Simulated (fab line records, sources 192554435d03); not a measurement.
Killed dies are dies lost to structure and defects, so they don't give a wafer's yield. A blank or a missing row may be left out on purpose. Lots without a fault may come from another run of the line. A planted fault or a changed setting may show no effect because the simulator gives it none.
fab line records | flow n5_finfet
record lots=4 wafers=12 last_day=18
route steps=1938 shown ZERO_LAYER@2 WELL_APT@20 BEOL_M4@1111 PASSIVATION@1936
lots that met no fault: from a run of the same line without faults
start_h: hours from the record's first day to the start of the lot's first wafer shown | wait_h: hours since the lot's step before | " the same as in the row above | L1.1+2: a row that stands for several wafers | - no value, or no start given | * or withheld: withheld | < > ~ a bound
route shown NAME@n: a module of which the file shows steps, and the number in the route of the first | usual: mean/standard deviation of fault-free wafers | same: alike in all rows | chamber/n: place in a boat | sites: the reading at each site | _std_site: their standard deviation | _edge_site: outer sites' mean less inner sites' | radius_mm: how far each site lies from the wafer's centre | mask NAME#n: copy n | behind: the tool/chamber that last shaped the wafer | hold: why the lot was held/for how many hours/how that ended | device: the transistor (n, p or np) that didn't switch | end of line: the same wafers' tests at the end of the route | a step without rows: its recipe alone | killed: dies lost to structure and defects at the first sort, not the wafer's yield | map: a wafer's dies, x killed, . not, _ none there
set.NAME: the setting as run; set.NAME@STEP: as run at that earlier step | model.NAME: the simulator's own value behind a step, which no gauge read
lots at some steps of the route; a table a step, a row a wafer
services: from which hour (start_h, from the record's first day; less than 0 if before it) a tool's chamber was out of use, for how many hours, and why
## steps
# step N5_ZERO_LAYER_PRECLEAN_00
# recipe chemistry=SPM time_s=600 temp_c=120 mix=4:1
# columns lot.wafer tool chamber start_h wait_h
L786.4+5+6 wet_bench-04 7,0,6 42.07 0.0
L787.2+4+5 wet_bench-04 2,3,5 48.07 0.0
L800.2+3+5 wet_bench-04 6,1,2 126.07 0.0
L803.2+3+6 wet_bench-02 2,0,1 144.07 0.0
# step N5_ZERO_LAYER_SRD_01
# recipe time_s=30 temp_c=23 rinse_liquid=diw dry=n2_spin spin_rpm=1500 dry_time_s=30
# step N5_ZERO_LAYER_PECVD_02
# recipe material=SiO2 target_thk_a=100 temp_c=400 precursor=SiH4/N2O pressure_torr=0.75 rf_w=275 time_s=6
# step N5_ZERO_LAYER_HMDS_04
# recipe time_s=60 temp_c=120
# step N5_ZERO_LAYER_COAT_05
# recipe spin_rpm=1500 resist_thk_nm=1000
# step N5_ZERO_LAYER_EBR_07
# recipe solvent=PGMEA ebr_width_mm=1.5
# step N5_ZERO_LAYER_SOFTBAKE_06
# recipe temp_c=100 time_s=90
# step N5_ZERO_LAYER_EXPOSE_08
# recipe mask_id=ZERO na=0.55 source_shape=conventional sigma_outer=0.8 polarization=unpolarized defocus_nm=0 target_cd_nm=2000 dose_mj=16.2
# step N5_ZERO_LAYER_PEB_09
# recipe peb_temp_c=withheld peb_time_s=*
# step N5_ZERO_LAYER_DEVELOP_10
# recipe develop_time_s=60 rinse_liquid=diw dry=air_spin dev_temp_c=21
# step N5_ZERO_LAYER_HARDBAKE_23
# recipe temp_c=130 time_s=120
# step N5_ZERO_LAYER_DESCUM_16
# recipe chemistry=O2 time_s=7.9 source_power_w=50 bias_power_w=20 pressure_mtorr=20 rf_frequency_hz=2.712e+07 temp_c=40 o2_flow_sccm=225
# step N5_ZERO_LAYER_ETCH_17
# recipe chemistry=CF4 target=SiO2 target_depth_a=120 time_s=13.3 ion_energy_ev=350 pressure_mtorr=40 source_w=450 bias_w=215 Ar_flow_sccm=100 cf4_flow_sccm=100
# step N5_ZERO_LAYER_ETCH_18
# recipe chemistry=HBr/Cl2 target=Si target_depth_a=1200 time_s=40 pressure_mtorr=10 icp_w=800 bias_w=75 HBr_flow_sccm=150 Cl2_flow_sccm=80
# step N5_ZERO_LAYER_STRIP_24
# recipe chemistry=O2 power_w=1000 temp_c=250 overash_fraction=0.3 pressure_mtorr=1000 o2_flow_sccm=6750
# step N5_ZERO_LAYER_STRIP_19
# recipe chemistry=SPM time_s=900 temp_c=130 h2so4_h2o2_vol_ratio=4 dry=ipa_marangoni
# step N5_ZERO_LAYER_INSPECT_20
# recipe inspect_instrument=darkfield mode=post_clean
# usual raw_defect_count=35/15
# columns lot.wafer tool chamber start_h wait_h raw_defect_count
L786.4 defect_inspect-02 - 43.41 0.0 353
L786.5 " - " " 356
L786.6 " - " " 342
L787.2 defect_inspect-02 - 50.45 0.0 345
L787.4 " - " " 333
L787.5 " - " " 351
L800.2 defect_inspect-02 - 127.38 0.0 35
L800.3 " - " " 15
L800.5 " - " " 30
L803.2 defect_inspect-01 - 145.28 0.0 22
L803.3 " - " " 35
L803.6 " - " " 17
# step N5_WELL_APT_HMDS_01
# recipe time_s=60 temp_c=120
# step N5_WELL_APT_COAT_02
# recipe spin_rpm=1357 resist_thk_nm=950
# step N5_WELL_APT_EBR_04
# recipe solvent=PGMEA ebr_width_mm=1.5
# step N5_WELL_APT_SOFTBAKE_03
# recipe temp_c=130 time_s=60
# step N5_WELL_APT_EXPOSE_05
# recipe mask_id=NWELL na=0.8 source_shape=conventional sigma_outer=0.8 polarization=unpolarized defocus_nm=0 target_cd_nm=200 dose_mj=20.3
# step N5_WELL_APT_PEB_06
# recipe peb_temp_c=130 peb_time_s=90
# step N5_WELL_APT_DEVELOP_07
# recipe develop_time_s=45 rinse_liquid=surfactant_rinse dry=air_spin dev_temp_c=21
# step N5_WELL_APT_HARDBAKE_12
# recipe temp_c=130 time_s=120
# step N5_WELL_APT_INSPECT_10
# recipe mode=adi inspect_instrument=macro
# usual raw_defect_count=1.9/1.5
# columns lot.wafer tool chamber start_h wait_h raw_defect_count
L786.4 defect_inspect-02 - 43.77 0.0 >300
L786.5 " - " " >300
L786.6 " - " " >300
L787.2 defect_inspect-02 - 50.93 0.0 >300
L787.4 " - " " 299
L787.5 " - " " >300
L800.2 defect_inspect-01 - 127.74 0.0 3
L800.3 " - " " 1
L800.5 " - " " 3
L803.2 defect_inspect-02 - 145.63 0.0 2
L803.3 " - " " 3
L803.6 " - " " 1
# step N5_WELL_APT_DESCUM_13
# recipe chemistry=O2 time_s=7.9 source_power_w=50 bias_power_w=20 pressure_mtorr=20 rf_frequency_hz=2.712e+07 temp_c=40 o2_flow_sccm=225
# step N5_WELL_APT_INSPECT_38
# recipe inspect_instrument=darkfield mode=post_epi
# usual raw_defect_count=14/5.6
# columns lot.wafer tool chamber start_h wait_h raw_defect_count
L786.4 defect_inspect-02 - 46.89 0.3 358
L786.5 " - " " 353
L786.6 " - " " 325
L787.2 defect_inspect-02 - 54.18 0.4 339
L787.4 " - " " 316
L787.5 " - " " 329
L800.2 defect_inspect-01 - 131.09 0.6 14
L800.3 " - " " 10
L800.5 " - " " 15
L803.2 defect_inspect-02 - 148.74 0.6 17
L803.3 " - " " 23
L803.6 " - " " 15
# step N5_BEOL_M4_RC_MEAS_101
# usual DIBL_N=36.0/2.5 DIBL_P=36.7/3 IOFF_N=0.16/0.043 IOFF_P=0.21/0.049 ION_N=673/15 ION_P=461/9.8 SS_N=71.5/0.83 SS_P=73.4/0.83 VT_N=250/4 VT_P=-251/4
# columns lot.wafer tool chamber start_h wait_h DIBL_N[mV/V] DIBL_P[mV/V] IOFF_N[nA/um] IOFF_P[nA/um] ION_N[uA/um] ION_P[uA/um] SS_N[mV/dec] SS_P[mV/dec] VT_N[mV] VT_P[mV]
L786.4 prober-01 0 192.83 0.5 37.2 39.0 0.17 0.25 676 464 71.2 73.3 247 -248
L786.5 " 0 " " 37.2 37.7 0.15 0.21 664 455 71.4 72.9 250 -250
L786.6 " 0 " " 37.6 38.0 0.16 0.24 678 471 71.9 73.2 249 -247
L787.2 prober-01 0 200.08 0.2 33.9 35.4 0.13 0.19 667 466 71.1 73.3 251 -250
L787.4 " 0 " " 35.2 36.0 0.14 0.19 657 449 70.9 73.2 252 -251
L787.5 " 0 " " 36.3 38.9 0.17 0.27 671 465 70.7 74.9 247 -247
L800.2 prober-02 0 288.42 0.2 33.4 34.1 0.10 0.14 640 445 70.4 73.1 257 -256
L800.3 " 0 " " 40.5 42.6 0.25 0.28 683 463 72.7 75.8 248 -250
L800.5 " 0 " " 37.1 39.3 0.18 0.23 681 462 72.0 74.0 248 -252
L803.2 prober-01 0 320.03 0.2 37.2 38.7 0.19 0.22 670 452 71.5 73.9 247 -249
L803.3 " 0 " " 37.1 39.0 0.17 0.23 663 457 71.8 73.9 249 -250
L803.6 " 0 " " 36.9 38.0 0.17 0.22 688 467 71.7 73.6 249 -250
# step N5_PASSIVATION_PROBE_49
# usual defect_limited_yield=91.1/1.5 killed_at_M0_to_M3=37/11 killed_at_M4_up=13/5.6 killed_at_contacts=12/5.6 killed_at_front_end=39/11 killed_at_other=4/3.1 killed_dies=105/18 killed_open=69/13 killed_short=35/7.4 sort_bin_5_function=5.1/0.92 sort_bin_6_memory=3.4/0.76 sort_n_pass=1075/18 sort_yield_pct=91.1/1.5
# same gross_dies=1180 killed_at_back_side=0 sort_bin_4_leakage[%]=0 sort_bin_8_speed[%]=0
# columns lot.wafer tool chamber start_h wait_h defect_limited_yield[%] killed_at_M0_to_M3 killed_at_M4_up killed_at_contacts killed_at_front_end killed_at_other killed_dies killed_open killed_short sort_bin_5_function[%] sort_bin_6_memory[%] sort_n_pass sort_yield_pct[%]
L786.4 prober-01 - 290.54 0.2 88.1 30 11 14 83 3 141 58 39 7.4 3.6 1039 88.1
L786.5 prober-01 - 290.59 0.2 82.5 39 15 13 136 4 207 76 44 10.8 4.6 973 82.5
L786.6 prober-01 - 290.64 0.3 85.3 26 15 10 121 1 173 67 44 8.9 4.0 1007 85.3
L787.2 prober-01 - 301.77 0.1 88.9 35 11 2 74 9 131 53 39 6.7 3.3 1049 88.9
L787.4 prober-01 - 301.87 0.2 83.4 28 6 7 140 15 196 65 38 10.3 4.7 984 83.4
L787.5 prober-01 - 301.92 0.2 83.1 35 17 8 131 9 200 60 41 11.4 4.5 980 83.1
# killed by level:class
L786.4 ZERO_LAYER:unspecified=42 FIN_SAQP:geometric_particle:short=14 MOL_CONTACT_COAG:geometric_particle:open=12 BEOL_M0_SAQP:geometric_particle:short=11 FIN_SAQP:geometric_particle:open=9 BEOL_M0_SAQP:geometric_particle:open=5 BEOL_M4:geometric_particle:open=5 STI_FIN_REVEAL:geometric_particle:open=4
L786.5 ZERO_LAYER:unspecified=77 FIN_SAQP:geometric_particle:open=14 BEOL_M0_SAQP:geometric_particle:open=14 FIN_SAQP:geometric_particle:short=12 BEOL_M0_SAQP:geometric_particle:short=12 GATE_CUT:geometric_particle:short=10 MOL_CONTACT_COAG:geometric_particle:open=10 BEOL_M4:geometric_particle:open=8
L786.6 ZERO_LAYER:unspecified=61 FIN_SAQP:geometric_particle:open=13 GATE_CUT:geometric_particle:short=11 FIN_SAQP:geometric_particle:short=10 STI_FIN_REVEAL:geometric_particle:open=9 MOL_CONTACT_COAG:geometric_particle:open=9 BEOL_M0_SAQP:geometric_particle:short=9 BEOL_M4:geometric_particle:open=7
L787.2 ZERO_LAYER:unspecified=39 FIN_SAQP:geometric_particle:short=11 BEOL_M2:geometric_particle:open=10 STI_FIN_REVEAL:geometric_particle:open=9 BEOL_M0_SAQP:geometric_particle:short=7 BEOL_M0_SAQP:geometric_particle:open=5 BEOL_M3:geometric_particle:open=5 MIM_TOP_ETCH:geometric_particle:short=5
L787.4 ZERO_LAYER:unspecified=93 FIN_SAQP:geometric_particle:short=15 FIN_SAQP:geometric_particle:open=10 STI_FIN_REVEAL:geometric_particle:open=9 BEOL_M0_SAQP:geometric_particle:open=8 MIM_TOP_ETCH:geometric_particle:short=8 DUMMY_GATE:geometric_particle:open=5 MOL_CONTACT_COAG:geometric_particle:open=5
L787.5 ZERO_LAYER:unspecified=98 FIN_SAQP:geometric_particle:short=10 BEOL_M0_SAQP:geometric_particle:short=10 FIN_SAQP:geometric_particle:open=9 BEOL_M2:geometric_particle:open=7 MOL_CONTACT_COAG:geometric_particle:open=6 BEOL_M0_SAQP:geometric_particle:open=5 STI_FIN_REVEAL:geometric_particle:open=4
# map L786.5 (x killed, . not)
_________________............________________
______________....x............._____________
___________x.......................__________
__________..x.x..........x..x.x.x..._________
________.......x......................_______
_______...xx..x........x...............______
______...........x.............x.....x.._____
_____...x...........xx...x...............____
____............xx....x.x....x...x.x.x....___
___.........x......x....xx..xxxx...xx......__
___.....x........x.....x...................__
__.x......x...............x..x......x..x...._
__.x......................x......x.........._
_.x.....x......x..............xx..x..xxx.....
_...x..........x.x.x.xx.....................x
_.x.....x............x...xx...x.........x....
_....x.x..........x....x...........x...x....x
_..........................x........x........
_.........x..x.......x.........x.x...x.......
_.............................x..x......x....
_.............x......x................x.xx...
__.............x....x......................._
__.xx...................x.....x.....x......._
___......x..x...x...x...x.x................__
___.....x.xx...x...........................__
____....x.......x.....x...................___
_____............xxx...x.......x.........____
______......xxxx.x.xxx..xx.............x_____
_______......xxx.xxxxxx.x...x..xx....x.______
________......xxxxxxxxxxx.x..........._______
__________x..x.xxxxxxxxxxx.......xx._________
___________...xxxxxxxxxxxx...x.....__________
______________x.xxxxxxxxxx......_____________
_________________xxxxxxxx.xx.________________
# map L787.5 (x killed, . not)
_________________......x..x..________________
______________...............x.._____________
___________.........xx......x....x.__________
__________...........x.......x......_________
________.............................._______
_______.....x....x....x....xx..........______
______......x..................x......x._____
_____............x.............x.x.......____
____x.................x....x.........x....___
___xx.....x.....x...................x......__
___...x....x..........................x....__
__.x.x..xxxxx...............x.............x._
__.xx.xxxxxx..............x....x............_
_x.x.xxxxx.xxx......x..x.................x.x.
_xxxxxxxxxxxx........x..........xx...........
_..xxxxxxxxxxx......x...........xx........x..
_.xxxxxxxxxxxx...x....x..............x.......
_.xxxxxxxxxxx................................
_.xxxxxxxxxxxxxxx............................
_.x.xxxxx..x...........x....................x
_.xx.xxxxx.xx...........x....................
__....xx...x................................_
__....................x..............x....xx_
___...x...x....x........x..................__
___....x...............................x...__
____...x.x.......x..xx.......x.........xx.___
_____....x...x...........xx....x...xx....____
______......x................x........x._____
_______.....x......x..x................______
________x..........x.................._______
__________.x..........x.....x......._________
___________x.........x.x...........__________
______________...x.............x_____________
_________________....x.......________________
## services
# columns tool chamber start_h hours kind
wet_bench-04 - 74.32 1.9 pm
## key
first_sign step=N5_ZERO_LAYER_INSPECT_20 reading=raw_defect_count direction=up sigmas=21 usual=35 struck=347
effect step=N5_WELL_APT_INSPECT_10 reading=raw_defect_count direction=up sigmas=99+ usual=1.9 struck=>299.8
effect step=N5_WELL_APT_INSPECT_38 reading=raw_defect_count direction=up sigmas=58 usual=14 struck=337
effect step=N5_PASSIVATION_PROBE_49 reading=killed_at_front_end direction=up sigmas=6.8 usual=39 struck=114
more_kills_born_at N5_ZERO_LAYER_PRECLEAN_00@wet_bench-04=410
met_at N5_ZERO_LAYER_PRECLEAN_00
struck_wafers L786.4,L786.5,L786.6,L787.2,L787.4,L787.5
fault kind=chamber_particle_source tool=wet_bench-04 chamber=- onset_h=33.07 steps=N5_ZERO_LAYER_PRECLEAN_00 rate_per_visit_cm2=0.49126 end_h=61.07
